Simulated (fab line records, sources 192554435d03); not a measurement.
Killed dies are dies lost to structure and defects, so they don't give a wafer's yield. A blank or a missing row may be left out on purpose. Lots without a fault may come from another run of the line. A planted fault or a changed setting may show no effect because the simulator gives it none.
fab line records | flow n5_finfet
record lots=7 wafers=21
route steps=1938 shown WELL_APT@21 FIN_SAQP@108 STI_FIN_REVEAL@190 DUMMY_GATE@221 SD_EPI_N@268
start_h: hours from the record's first day to the start of the lot's first wafer shown | wait_h: hours since the lot's step before | " the same as in the row above | L1.1+2: a row that stands for several wafers | - no value, or no start given | * or withheld: withheld | < > ~ a bound
route shown NAME@n: a module of which the file shows steps, and the number in the route of the first | usual: mean/standard deviation of fault-free wafers | same: alike in all rows | chamber/n: place in a boat | sites: the reading at each site | _std_site: their standard deviation | _edge_site: outer sites' mean less inner sites' | radius_mm: how far each site lies from the wafer's centre | mask NAME#n: copy n | behind: the tool/chamber that last shaped the wafer | hold: why the lot was held/for how many hours/how that ended | device: the transistor (n, p or np) that didn't switch | end of line: the same wafers' tests at the end of the route | a step without rows: its recipe alone | killed: dies lost to structure and defects at the first sort, not the wafer's yield | map: a wafer's dies, x killed, . not, _ none there
set.NAME: the setting as run; set.NAME@STEP: as run at that earlier step | model.NAME: the simulator's own value behind a step, which no gauge read
lots whose settings were changed on purpose; a table a step, a row a wafer
## steps
# step N5_WELL_APT_COAT_02
# recipe spin_rpm=1357 resist_thk_nm=950
# columns lot.wafer tool chamber start_h wait_h set.spin_rpm model.coat_of_WELL_APT_COAT_02.thk_nm
L075.1 litho_track-05 0 - - 1357 944.2
L075.3 " 0 " " 1357 945.1
L075.5 " 0 " " 1357 946.5
L081.4 litho_track-01 0 - - 1357 948.3
L081.5 " 0 " " 1357 948.6
L081.6 " 0 " " 1357 951.3
L082.1 litho_track-01 0 - - 1357 948.6
L082.4 " 0 " " 1489 905.5
L082.5 " 0 " " 1489 905.9
L085.2 litho_track-01 0 - - 1241 988.9
L085.4 " 0 " " 1357 948.5
L085.6 " 0 " " 1357 950
L086.4 litho_track-01 0 - - 1357 948.9
L086.5 " 0 " " 1428 926.1
L086.6 " 0 " " 1428 925.2
L089.4 litho_track-01 0 - - 1235 998.2
L089.5 " 0 " " 1235 996.5
L089.6 " 0 " " 1357 953.1
L097.1 litho_track-04 0 - - 1357 955.2
L097.2 " 0 " " 1409 938.3
L097.3 " 0 " " 1357 959.3
# step N5_WELL_APT_EXPOSE_05
# recipe mask_id=NWELL na=0.8 source_shape=conventional sigma_outer=0.8 polarization=unpolarized defocus_nm=0 target_cd_nm=200 dose_mj=20.3
# columns lot.wafer tool chamber start_h wait_h mask set.dose_mj
L075.1+3 krf_scanner-01 0 19.51 - NWELL#0 20.3
L075.5 " 0 " " NWELL#0 18.9
L081.4+5+6 krf_scanner-02 0 55.74 - NWELL#0 20.3
L082.1+4 krf_scanner-02 0 61.43 - NWELL#0 21.81
L082.5 " 0 " " NWELL#0 20.3
L085.2+4 krf_scanner-01 0 79.65 - NWELL#0 21
L085.6 " 0 " " NWELL#0 20.3
L086.4+6 krf_scanner-01 0 85.53 - NWELL#0 20.3
L086.5 " 0 " " NWELL#0 18.97
L089.4+6 krf_scanner-02 0 104.00 - NWELL#0 20.3
L089.5 " 0 " " NWELL#0 19.64
L097.1 krf_scanner-02 0 151.56 - NWELL#0 19.63
L097.2+3 " 0 " " NWELL#0 20.3
# step N5_WELL_APT_PEB_06
# recipe peb_temp_c=130 peb_time_s=90
# columns lot.wafer tool chamber start_h wait_h set.peb_time_s
L075.1 litho_track-05 0 19.57 0.1 82.08
L075.3+5 " 0 " " 90
L081.4+5+6 litho_track-01 0 55.78 0.0 90
L082.1+4+5 litho_track-01 0 61.49 0.1 90
L085.2+4 litho_track-01 0 79.71 0.0 104.1
L085.6 " 0 " " 90
L086.4 litho_track-01 0 85.57 0.0 101.9
L086.5+6 " 0 " " 90
L089.4 litho_track-05 0 104.04 0.0 90
L089.5+6 " 0 " " 106.2
L097.1+2 litho_track-01 0 151.62 0.1 82.13
L097.3 " 0 " " 90
# step N5_WELL_APT_DEVELOP_07
# recipe develop_time_s=45 rinse_liquid=surfactant_rinse dry=air_spin dev_temp_c=21
# step N5_WELL_APT_HARDBAKE_12
# recipe temp_c=130 time_s=120
# step N5_WELL_APT_CD_MEAS_08
# recipe target_cd_nm=200 landing_energy_ev=500 detector=se_inlens
# usual cd_nm=199.5/1.5
# columns lot.wafer tool chamber start_h wait_h set.dose_mj@WELL_APT_EXPOSE_05 set.peb_time_s@WELL_APT_PEB_06 cd_nm
L075.1 cd_sem-01 0 19.68 - 20.3 82.08 196.7
L075.3 " 0 " " 20.3 90 201.7
L075.5 " 0 " " 18.9 90 189.4
L081.4 cd_sem-01 0 55.90 - 20.3 90 198.3
L081.5 " 0 " " 20.3 90 199.0
L081.6 " 0 " " 20.3 90 198.6
L082.1 cd_sem-03 0 61.61 - 21.81 90 211.4
L082.4 " 0 " " 21.81 90 214.8
L082.5 " 0 " " 20.3 90 203.6
L085.2 cd_sem-03 0 79.82 - 21 104.1 210.0
L085.4 " 0 " " 21 104.1 212.4
L085.6 " 0 " " 20.3 90 199.7
L086.4 cd_sem-03 0 85.69 - 20.3 101.9 203.5
L086.5 " 0 " " 18.97 90 187.5
L086.6 " 0 " " 20.3 90 198.8
L089.4 cd_sem-03 0 104.16 - 20.3 90 197.3
L089.5 " 0 " " 19.64 106.2 196.6
L089.6 " 0 " " 20.3 106.2 203.9
L097.1 cd_sem-03 0 151.73 - 19.63 82.13 191.6
L097.2 " 0 " " 20.3 82.13 194.3
L097.3 " 0 " " 20.3 90 198.4
# step N5_WELL_APT_DESCUM_13
# recipe chemistry=O2 time_s=7.9 source_power_w=50 bias_power_w=20 pressure_mtorr=20 rf_frequency_hz=2.712e+07 temp_c=40 o2_flow_sccm=225
# columns lot.wafer tool chamber start_h wait_h set.time_s set.dose_mj@WELL_APT_EXPOSE_05 model.WELL_APT.cd_nm
L075.1 rie_diel-04 1 19.77 0.0 7.9 20.3 196.6
L075.3 " 0 " " 7.9 20.3 201.6
L075.5 " 3 " " 7.9 18.9 189.5
L081.4 rie_diel-02 2 56.07 0.1 7.9 20.3 198.5
L081.5 " 3 " " 7.9 20.3 199.1
L081.6 " 0 " " 7.9 20.3 198.7
L082.1 rie_diel-01 0 61.81 0.2 7.9 21.81 211
L082.4 " 3 " " 7.9 21.81 214.9
L082.5 " 1 " " 7.9 20.3 203.7
L085.2 rie_diel-02 2 79.91 0.0 7.9 21 209.7
L085.4 " 3 " " 7.9 21 212.8
L085.6 " 0 " " 7.9 20.3 199.7
L086.4 rie_diel-04 3 85.79 0.1 7.9 20.3 203.9
L086.5 " 0 " " 8.85 18.97 187.3
L086.6 " 1 " " 7.9 20.3 198.6
L089.4 rie_diel-04 3 104.24 0.0 9.602 20.3 197.7
L089.5 " 0 " " 7.9 19.64 196.6
L089.6 " 3 " " 7.9 20.3 204.3
L097.1 rie_diel-02 3 151.82 0.0 7.9 19.63 191.6
L097.2 " 1 " " 7.9 20.3 194.2
L097.3 " 2 " " 7.9 20.3 198.3
# step N5_FIN_SAQP_EXPOSE_13
# recipe mask_id=FIN_CORE na=1.35 source_shape=dipole sigma_inner=0.538 sigma_outer=0.738 polarization=te target_cd_nm=35.6 dose_mj=63.25
# columns lot.wafer tool chamber start_h wait_h mask set.dose_mj
L075.1 arfi_scanner-03 0 27.57 - FIN_CORE#0 63.25
L075.3+5 " 0 " " FIN_CORE#0 61.52
L081.4+5+6 arfi_scanner-01 0 64.05 - FIN_CORE#0 63.25
L082.1+5 arfi_scanner-03 0 70.19 - FIN_CORE#0 63.25
L082.4 " 0 " " FIN_CORE#0 67.66
L085.2 arfi_scanner-01 0 87.17 - FIN_CORE#0 63.25
L085.4+6 " 0 " " FIN_CORE#0 65.7
L086.4+6 arfi_scanner-03 0 93.77 - FIN_CORE#0 59.17
L086.5 " 0 " " FIN_CORE#0 63.25
L089.4+5+6 arfi_scanner-02 0 111.97 - FIN_CORE#0 66.46
L097.1+2+3 arfi_scanner-03 0 159.15 - FIN_CORE#0 63.25
# step N5_FIN_SAQP_DEVELOP_15
# recipe develop_time_s=30 developer=TMAH resist=CAR-ArF dev_temp_c=23 rinse_liquid=diw dry=air_spin
# columns lot.wafer tool chamber start_h wait_h set.develop_time_s
L075.1+3 litho_track-01 0 - - 35.86
L075.5 " 0 " " 30
L081.4+5+6 litho_track-02 0 - - 30
L082.1+4+5 litho_track-01 0 - - 30
L085.2+6 litho_track-02 0 - - 30
L085.4 " 0 " " 32.09
L086.4+5 litho_track-02 0 - - 26.23
L086.6 " 0 " " 30
L089.4+5+6 litho_track-05 0 - - 30
L097.1+3 litho_track-05 0 - - 24.91
L097.2 " 0 " " 30
# step N5_FIN_SAQP_CD_MEAS_16
# recipe target_cd_nm=35.6 landing_energy_ev=500 detector=se_inlens
# usual cd_nm=35.45/0.3
# columns lot.wafer tool chamber start_h wait_h set.dose_mj@FIN_SAQP_EXPOSE_13 cd_nm
L075.1 cd_sem-03 0 27.70 - 63.25 35.05
L075.3 " 0 " " 61.52 35.41
L075.5 " 0 " " 61.52 36.38
L081.4 cd_sem-03 0 64.16 - 63.25 35.42
L081.5 " 0 " " 63.25 36.01
L081.6 " 0 " " 63.25 35.53
L082.1 cd_sem-03 0 70.31 - 63.25 35.49
L082.4 " 0 " " 67.66 33.96
L082.5 " 0 " " 63.25 35.75
L085.2 cd_sem-03 0 87.30 - 63.25 35.20
L085.4 " 0 " " 65.7 34.23
L085.6 " 0 " " 65.7 34.41
L086.4 cd_sem-01 0 93.89 - 59.17 38.27
L086.5 " 0 " " 63.25 35.37
L086.6 " 0 " " 59.17 37.74
L089.4 cd_sem-03 0 112.09 - 66.46 34.48
L089.5 " 0 " " 66.46 34.57
L089.6 " 0 " " 66.46 34.58
L097.1 cd_sem-03 0 159.28 - 63.25 36.11
L097.2 " 0 " " 63.25 35.79
L097.3 " 0 " " 63.25 36.19
# step N5_STI_FIN_REVEAL_ETCHBACK_08
# recipe chemistry=C4F6/O2 target=SiO2 target_depth_a=305 time_s=10.167 ion_energy_ev=250 pressure_mtorr=30 source_w=345 bias_w=185 Ar_flow_sccm=300 C4F6_flow_sccm=10 O2_flow_sccm=10
# columns lot.wafer tool chamber start_h wait_h set.time_s
L075.1+3+5 rie_diel-02 1,3,3 40.43 0.2 10.167
L081.4+5+6 rie_diel-04 2,2,1 76.48 0.1 10.167
L082.1+4+5 rie_diel-02 1,3,2 82.54 0.2 10.167
L085.2 rie_diel-04 1 100.33 0.2 11.8
L085.4+6 " 2,3 " " 10.167
L086.4+5 rie_diel-02 2,3 108.42 0.1 9.125
L086.6 " 2 " " 10.167
L089.4+6 rie_diel-04 2 125.44 0.1 12.18
L089.5 " 3 " " 10.167
L097.1+2+3 rie_diel-04 2,1,3 171.39 0.2 10.167
# step N5_STI_FIN_REVEAL_STRIP_24
# recipe chemistry=N2/H2 time_s=90 power_w=100 temp_c=40 pressure_mtorr=100 rf_frequency_hz=6e+07 bias_power_w=3 n2_flow_sccm=300 h2_flow_sccm=300
# step N5_STI_FIN_REVEAL_PRECLEAN_25
# recipe chemistry=SPM time_s=90 temp_c=120 mix=4:1
# step N5_STI_FIN_REVEAL_SRD_23
# recipe dry=ipa_marangoni time_s=30 temp_c=23 rinse_liquid=diw
# step N5_STI_FIN_REVEAL_FIN_H_MEAS_10
# usual trench_depth_nm=52.2/0.73
# columns lot.wafer tool chamber start_h wait_h set.time_s@STI_FIN_REVEAL_ETCHBACK_08 trench_depth_nm
L075.1 ocd-02 - 43.45 0.0 10.167 51.4
L075.3 " - " " 10.167 52.0
L075.5 " - " " 10.167 52.0
L081.4 ocd-01 - 79.44 0.0 10.167 52.6
L081.5 " - " " 10.167 52.3
L081.6 " - " " 10.167 51.4
L082.1 ocd-01 - 85.49 0.0 10.167 52.7
L082.4 " - " " 10.167 53.0
L082.5 " - " " 10.167 52.3
L085.2 ocd-01 - 103.28 0.0 11.8 55.9
L085.4 " - " " 10.167 53.1
L085.6 " - " " 10.167 51.7
L086.4 ocd-02 - 111.37 0.0 9.125 49.8
L086.5 " - " " 9.125 50.1
L086.6 " - " " 10.167 53.4
L089.4 ocd-02 - 128.53 0.0 12.18 58.9
L089.5 " - " " 10.167 52.0
L089.6 " - " " 12.18 58.5
L097.1 ocd-01 - 174.46 0.0 10.167 51.5
L097.2 " - " " 10.167 51.0
L097.3 " - " " 10.167 51.3
# step N5_DUMMY_GATE_PECVD_30
# recipe material=SiO2 target_thk_a=550 temp_c=400 precursor=TEOS/O2 pressure_torr=6.5 rf_w=withheld teos_flow_sccm=withheld gas=O2 flow_sccm=2650 time_s=10.8
# columns lot.wafer tool chamber start_h wait_h set.time_s model.SiO2_of_DUMMY_GATE_PECVD_30.thk_nm
L075.1 pecvd-04 0 52.62 0.0 10.15 51.6
L075.3 " 1 " " 10.8 53.6
L075.5 " 2 " " 10.15 52.4
L081.4+6 pecvd-04 1,2 87.68 0.1 10.8 55.4
L081.5 " 0 " " 10.8 55.2
L082.1 pecvd-02 2 93.81 0.0 10.8 54
L082.4+5 " 0,2 " " 10.8 55.2
L085.2 pecvd-03 0 112.01 0.0 10.8 54.4
L085.4 " 1 " " 10.8 54.6
L085.6 " 2 " " 10.8 56
L086.4 pecvd-04 2 120.21 0.1 10.8 54.8
L086.5 " 1 " " 9.35 48
L086.6 " 0 " " 9.35 47.2
L089.4 pecvd-04 2 136.78 0.1 9.649 51.4
L089.5 " 0 " " 10.8 56.2
L089.6 " 1 " " 9.649 50.8
L097.1 pecvd-03 0 184.64 0.0 10.8 54.8
L097.2 " 1 " " 11.43 56.8
L097.3 " 2 " " 11.43 58.6
# step N5_DUMMY_GATE_COAT_35
# recipe resist=SiARC temp_c=220 time_s=60 spin_rpm=1500 resist_thk_nm=10
# columns lot.wafer tool chamber start_h wait_h set.spin_rpm model.SiARC_of_DUMMY_GATE_COAT_35.thk_nm
L075.1 litho_track-01 0 - - 1500 10
L075.3+5 " 0 " " 1591 9.8
L081.4+5+6 litho_track-02 0 - - 1500 10
L082.1 litho_track-01 0 - - 1500 10
L082.4+5 " 0 " " 1608 9.6
L085.2+6 litho_track-03 0 - - 1591 9.8
L085.4 " 0 " " 1500 10
L086.4+5+6 litho_track-03 0 - - 1500 10
L089.4+5 litho_track-01 0 - - 1643 9.6
L089.6 " 0 " " 1500 10
L097.1+2+3 litho_track-03 0 - - 1500 10
# step N5_DUMMY_GATE_COAT_28
# recipe resist=underlayer temp_c=205 time_s=60 spin_rpm=1500 resist_thk_nm=10
# step N5_DUMMY_GATE_COAT_09
# recipe resist=CAR-EUV spin_rpm=1500 resist_thk_nm=30
# step N5_DUMMY_GATE_ETCH_31
# recipe chemistry=C4F6/O2 target=SiO2 mask_material=SOC target_depth_a=825 time_s=27.5 ion_energy_ev=250 pressure_mtorr=30 source_w=345 bias_w=185 Ar_flow_sccm=300 C4F6_flow_sccm=10 O2_flow_sccm=10
# step N5_DUMMY_GATE_STRIP_41
# recipe chemistry=O2 power_w=400 temp_c=40 pressure_mtorr=30 rf_frequency_hz=6e+07 bias_power_w=0 overash_fraction=0.3 o2_flow_sccm=225
# step N5_DUMMY_GATE_HM_OPEN_21
# recipe chemistry=CH3F/O2 target=SiNx target_depth_a=1200 Ar_flow_sccm=150 CH3F_flow_sccm=30 O2_flow_sccm=23 time_s=171.4 pressure_mtorr=30 source_w=395 bias_w=73 ion_energy_ev=120.7
# columns lot.wafer tool chamber start_h wait_h set.time_s@DUMMY_GATE_PECVD_30 model.SiO2_of_DUMMY_GATE_PECVD_30.thk_nm
L075.1 rie_diel-06 1 53.62 0.0 10.15 41.6
L075.3 " 3 " " 10.8 43.4
L075.5 " 3 " " 10.15 42.2
L081.4+5 rie_diel-06 1,2 88.68 0.0 10.8 45.4
L081.6 " 1 " " 10.8 45.6
L082.1 rie_diel-06 3 95.02 0.0 10.8 44
L082.4+5 " 2,1 " " 10.8 45.2
L085.2 rie_diel-05 1 113.13 0.0 10.8 44.2
L085.4 " 3 " " 10.8 44.4
L085.6 " 2 " " 10.8 45.8
L086.4 rie_diel-03 3 121.28 0.0 10.8 44.8
L086.5 " 2 " " 9.35 38.4
L086.6 " 3 " " 9.35 37.2
L089.4 rie_diel-06 1 137.93 0.1 9.649 41.4
L089.5 " 3 " " 10.8 46.2
L089.6 " 1 " " 9.649 40.8
L097.1 rie_diel-03 3 186.49 0.0 10.8 44.6
L097.2 " 2 " " 11.43 47
L097.3 " 1 " " 11.43 48.6
# step N5_DUMMY_GATE_ETCH_32
# recipe chemistry=CF4 target=SiO2 target_depth_a=35 time_s=3.9 ion_energy_ev=350 pressure_mtorr=10 icp_w=800 bias_w=400 cf4_flow_sccm=80
# step N5_DUMMY_GATE_ETCH_23
# recipe chemistry=HBr/Cl2/O2 HBr_flow_sccm=150 Cl2_flow_sccm=80 O2_flow_sccm=12 bias_w=102 target_depth_a=410 time_s=22.3 target=poly-Si mask_material=SiO2 pressure_mtorr=10 icp_w=800
# columns lot.wafer tool chamber start_h wait_h set.time_s@DUMMY_GATE_PECVD_30 model.SiO2_of_DUMMY_GATE_PECVD_30.thk_nm
L075.1 rie_si-06 3 53.82 0.0 10.15 35.8
L075.3 " 2 " " 10.8 37.4
L075.5 " 2 " " 10.15 36.2
L081.4+5+6 rie_si-02 3,0,3 88.87 0.0 10.8 39.6
L082.1 rie_si-02 0 95.22 0.0 10.8 38
L082.4 " 2 " " 10.8 39
L082.5 " 0 " " 10.8 39.2
L085.2 rie_si-06 0 113.32 0.0 10.8 38.4
L085.4 " 1 " " 10.8 38.6
L085.6 " 1 " " 10.8 40
L086.4 rie_si-06 1 121.48 0.0 10.8 39
L086.5 " 2 " " 9.35 32.2
L086.6 " 3 " " 9.35 31.2
L089.4 rie_si-02 2 138.12 0.0 9.649 35.2
L089.5 " 3 " " 10.8 40.4
L089.6 " 2 " " 9.649 34.6
L097.1 rie_si-02 0 186.68 0.0 10.8 38.6
L097.2 " 2 " " 11.43 40.8
L097.3 " 1 " " 11.43 42.8
# step N5_SD_EPI_N_PEB_07
# recipe peb_temp_c=110 peb_time_s=60 resist=CAR-ArF-block
# columns lot.wafer tool chamber start_h wait_h set.peb_time_s
L075.1+5 litho_track-05 0 55.21 0.1 60
L075.3 " 0 " " 55.93
L081.4+5+6 litho_track-05 0 90.63 0.0 60
L082.1+5 litho_track-04 0 96.67 0.1 60
L082.4 " 0 " " 52.93
L085.2+4+6 litho_track-05 0 115.10 0.0 60
L086.4+6 litho_track-05 0 122.74 0.0 67.04
L086.5 " 0 " " 60
L089.4 litho_track-05 0 139.60 0.0 60
L089.5+6 " 0 " " 49.59
L097.1+2+3 litho_track-01 0 189.41 0.1 60
# step N5_SD_EPI_N_DEVELOP_08
# recipe develop_time_s=30 developer=TMAH resist=CAR-ArF-block dev_temp_c=23 rinse_liquid=diw dry=air_spin
# step N5_SD_EPI_N_CD_MEAS_09
# recipe target_cd_nm=120 landing_energy_ev=500 detector=se_inlens
# usual cd_nm=120.0/0.67
# columns lot.wafer tool chamber start_h wait_h set.peb_time_s@SD_EPI_N_PEB_07 cd_nm
L075.1 cd_sem-03 0 55.28 - 60 119.8
L075.3 " 0 " " 55.93 117.0
L075.5 " 0 " " 60 120.0
L081.4 cd_sem-03 0 90.70 - 60 120.3
L081.5 " 0 " " 60 121.1
L081.6 " 0 " " 60 121.3
L082.1 cd_sem-01 0 96.73 - 60 119.1
L082.4 " 0 " " 52.93 115.6
L082.5 " 0 " " 60 120.5
L085.2 cd_sem-03 0 115.17 - 60 120.8
L085.4 " 0 " " 60 120.2
L085.6 " 0 " " 60 121.0
L086.4 cd_sem-01 0 122.81 - 67.04 123.6
L086.5 " 0 " " 60 120.7
L086.6 " 0 " " 67.04 123.9
L089.4 cd_sem-02 0 139.67 - 60 120.2
L089.5 " 0 " " 49.59 113.2
L089.6 " 0 " " 49.59 112.8
L097.1 cd_sem-01 0 189.48 - 60 120.3
L097.2 " 0 " " 60 119.7
L097.3 " 0 " " 60 120.2
## key
split step=N5_WELL_APT_COAT_02 setting=spin_rpm stated=1357 by=wafer
response step=N5_WELL_APT_COAT_02 reading=model.coat_of_WELL_APT_COAT_02.thk_nm change=-4.64 per=1% r=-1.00
split step=N5_WELL_APT_EXPOSE_05 setting=dose_mj stated=20.3 by=wafer
response step=N5_WELL_APT_CD_MEAS_08 reading=cd_nm change=+1.65 per=1% r=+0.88
response step=N5_WELL_APT_DESCUM_13 reading=model.WELL_APT.cd_nm change=+1.65 per=1% r=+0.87
split step=N5_WELL_APT_PEB_06 setting=peb_time_s stated=90 by=wafer
response step=N5_WELL_APT_CD_MEAS_08 reading=cd_nm slope=+0.364 per=1% together_with=dose_mj@WELL_APT_EXPOSE_05 explained=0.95
split step=N5_WELL_APT_DESCUM_13 setting=time_s stated=7.9 by=wafer
response none clear
split step=N5_FIN_SAQP_EXPOSE_13 setting=dose_mj stated=63.25 by=wafer
response step=N5_FIN_SAQP_CD_MEAS_16 reading=cd_nm change=-0.304 per=1% r=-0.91
split step=N5_FIN_SAQP_DEVELOP_15 setting=develop_time_s stated=30 by=wafer
response none clear
split step=N5_STI_FIN_REVEAL_ETCHBACK_08 setting=time_s stated=10.167 by=wafer
response step=N5_STI_FIN_REVEAL_FIN_H_MEAS_10 reading=trench_depth_nm change=+0.298 per=1% r=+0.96
split step=N5_DUMMY_GATE_PECVD_30 setting=time_s stated=10.8 by=wafer
response step=N5_DUMMY_GATE_PECVD_30 reading=model.SiO2_of_DUMMY_GATE_PECVD_30.thk_nm change=+0.488 per=1% r=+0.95
response step=N5_DUMMY_GATE_HM_OPEN_21 reading=model.SiO2_of_DUMMY_GATE_PECVD_30.thk_nm change=+0.483 per=1% r=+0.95
response step=N5_DUMMY_GATE_ETCH_23 reading=model.SiO2_of_DUMMY_GATE_PECVD_30.thk_nm change=+0.505 per=1% r=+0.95
split step=N5_DUMMY_GATE_COAT_35 setting=spin_rpm stated=1500 by=wafer
response step=N5_DUMMY_GATE_COAT_35 reading=model.SiARC_of_DUMMY_GATE_COAT_35.thk_nm change=-0.0422 per=1% r=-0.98
split step=N5_SD_EPI_N_PEB_07 setting=peb_time_s stated=60 by=wafer
response step=N5_SD_EPI_N_CD_MEAS_09 reading=cd_nm change=+0.371 per=1% r=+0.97
